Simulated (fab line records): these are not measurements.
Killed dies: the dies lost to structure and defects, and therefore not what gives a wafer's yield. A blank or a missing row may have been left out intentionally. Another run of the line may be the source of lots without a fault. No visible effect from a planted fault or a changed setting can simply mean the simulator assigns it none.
Chamber matching / flow n5-finfet / 3 sister chambers for N5_BEOL_M11_CURE_71 on uv-cure-02
The step cures SiCOH lowk, time 240 s. 20 wafers are shown with their chamber, then 10 later ones without.

== WAFERS, EACH WITH ITS CHAMBER ==
wafer=L074.1; chamber=0; wafer_temp_C_max=388.8; lamp-power-pct (%)=52.31
wafer=L074.2; chamber=0; wafer_temp_C_max=388.2; lamp-power-pct (%)=52.41
wafer=L074.3; chamber=0; wafer_temp_C_max=388.9; lamp-power-pct (%)=52.22
wafer=L079.1; chamber=2; wafer_temp_C_max=386.6; lamp-power-pct (%)=52.35
wafer=L079.2; chamber=2; wafer_temp_C_max=386.3; lamp-power-pct (%)=52.30
wafer=L079.6; chamber=2; wafer_temp_C_max=386.5; lamp-power-pct (%)=52.38
wafer=L078.2; chamber=0; wafer_temp_C_max=389.4; lamp-power-pct (%)=52.32
wafer=L078.3; chamber=0; wafer_temp_C_max=388.0; lamp-power-pct (%)=52.36
wafer=L078.4; chamber=0; wafer_temp_C_max=389.0; lamp-power-pct (%)=52.33
wafer=L086.2; chamber=2; wafer_temp_C_max=386.2; lamp-power-pct (%)=52.24
wafer=L086.5; chamber=2; wafer_temp_C_max=386.2; lamp-power-pct (%)=52.38
wafer=L086.6; chamber=2; wafer_temp_C_max=386.3; lamp-power-pct (%)=52.38
wafer=L088.1; chamber=1; wafer_temp_C_max=386.8; lamp-power-pct (%)=52.35
wafer=L088.4; chamber=1; wafer_temp_C_max=387.1; lamp-power-pct (%)=52.31
wafer=L088.5; chamber=1; wafer_temp_C_max=386.9; lamp-power-pct (%)=52.29
wafer=L091.1; chamber=2; wafer_temp_C_max=386.3; lamp-power-pct (%)=52.37
wafer=L091.4; chamber=2; wafer_temp_C_max=386.8; lamp-power-pct (%)=52.33
wafer=L091.6; chamber=2; wafer_temp_C_max=386.8; lamp-power-pct (%)=52.33
wafer=L094.1; chamber=2; wafer_temp_C_max=386.3; lamp-power-pct (%)=52.43
wafer=L094.2; chamber=2; wafer_temp_C_max=386.6; lamp-power-pct (%)=52.32

SIGNATURES, as means of the wafers listed above
reading=wafer_temp_C_max; chamber 0=388.717; chamber 1=386.933; chamber 2=386.445; scatter within a chamber=0.336
reading=lamp-power-pct; chamber 0=52.3250; chamber 1=52.3167; chamber 2=52.3464; scatter within a chamber=0.0527
Rule: distance of a wafer from a chamber = root of the sum over the readings of ((wafer's reading minus chamber's mean) / reading's scatter) squared. If the next closest chamber is less than 2 further off than the closest, the wafer can't be placed; otherwise it belongs to the closest. How the scatter is found: for the shown wafers, subtract from each reading the mean of its chamber, square and add these, divide the total by (wafers less chambers), then take the root.

== WAFERS WITH NO CHAMBER GIVEN ==
wafer=L094.4; wafer_temp_C_max=386.6; lamp-power-pct (%)=52.38
wafer=L095.1; wafer_temp_C_max=389.0; lamp-power-pct (%)=52.28
wafer=L095.2; wafer_temp_C_max=388.4; lamp-power-pct (%)=52.30
wafer=L095.3; wafer_temp_C_max=388.6; lamp-power-pct (%)=52.33
wafer=L095.4; wafer_temp_C_max=387.9; lamp-power-pct (%)=52.39
wafer=L095.5; wafer_temp_C_max=387.9; lamp-power-pct (%)=52.27
wafer=L095.6; wafer_temp_C_max=388.6; lamp-power-pct (%)=52.37
wafer=L096.1; wafer_temp_C_max=386.8; lamp-power-pct (%)=52.29
wafer=L096.5; wafer_temp_C_max=386.6; lamp-power-pct (%)=52.33
wafer=L096.6; wafer_temp_C_max=387.0; lamp-power-pct (%)=52.32

== WHICH CHAMBER EACH WENT THROUGH ==
wafer=L094.4; from the rows above=can't be placed: 2 or 1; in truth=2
wafer=L095.1; from the rows above=0; in truth=0
wafer=L095.2; from the rows above=0; in truth=0
wafer=L095.3; from the rows above=0; in truth=0
wafer=L095.4; from the rows above=can't be placed: 0 or 1 or 2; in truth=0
wafer=L095.5; from the rows above=can't be placed: 0 or 1 or 2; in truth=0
wafer=L095.6; from the rows above=0; in truth=0
wafer=L096.1; from the rows above=can't be placed: 1 or 2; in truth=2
wafer=L096.5; from the rows above=can't be placed: 2 or 1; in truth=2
wafer=L096.6; from the rows above=can't be placed: 1 or 2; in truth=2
Correct placement for 4 of the 10. Unplaceable from these rows: 6, with the true chamber sitting among the candidates in 6. Placed wrongly: 0.
